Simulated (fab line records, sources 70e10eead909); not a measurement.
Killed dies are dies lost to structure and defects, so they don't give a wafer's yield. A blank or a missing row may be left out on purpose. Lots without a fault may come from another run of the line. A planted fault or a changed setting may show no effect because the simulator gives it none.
Chamber matching | flow nand_harc | NHARC_A_STAIRCASE_DEP_322 on pecvd-02: 3 sister chambers
The step deposits SiO2, target thk 7200 nm. 3 wafers are shown with their chamber, then 12 later ones without.

WAFERS WITH THEIR CHAMBER
wafer  | chamber | heater_power_outer_w (W)
L086.1 | 1       | 413
L089.3 | 2       | 265
L089.4 | 0       | 359

WAFERS WITHOUT THEIR CHAMBER
wafer  | heater_power_outer_w (W)
L087.1 | 302
L087.2 | 430
L087.6 | 375
L090.2 | 459
L090.5 | 376
L090.6 | 255
L093.2 | 407
L093.4 | 248
L093.6 | 354
L097.1 | 443
L097.2 | 343
L097.3 | 254

WHICH CHAMBER EACH WENT THROUGH
wafer  | from the rows above     | in truth
L087.1 | can't be placed: 2 or 0 | 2
L087.2 | 1                       | 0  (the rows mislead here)
L087.6 | can't be placed: 0 or 1 | 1
L090.2 | 1                       | 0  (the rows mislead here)
L090.5 | can't be placed: 0 or 1 | 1
L090.6 | 2                       | 2
L093.2 | can't be placed: 1 or 0 | 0
L093.4 | 2                       | 2
L093.6 | 0                       | 0
L097.1 | 1                       | 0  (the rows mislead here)
L097.2 | 0                       | 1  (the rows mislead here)
L097.3 | 2                       | 2
Placed correctly: 4 of 12. Can't be placed from these rows: 4 (the true chamber is among the candidates in 4). Placed wrongly: 4.
How it was worked out, from the rows above alone: a wafer's distance from a chamber is the root of the sum, over the readings, of the square of ((its reading less the chamber's mean) divided by the reading's scatter). The wafer belongs to the nearest chamber; if the next one is less than 2 further off, it can't be placed. A chamber's mean is the mean of its shown wafers. The scatter: with one shown wafer a chamber, the root of the mean of the squares of how far each hidden wafer lies from its nearest shown one.
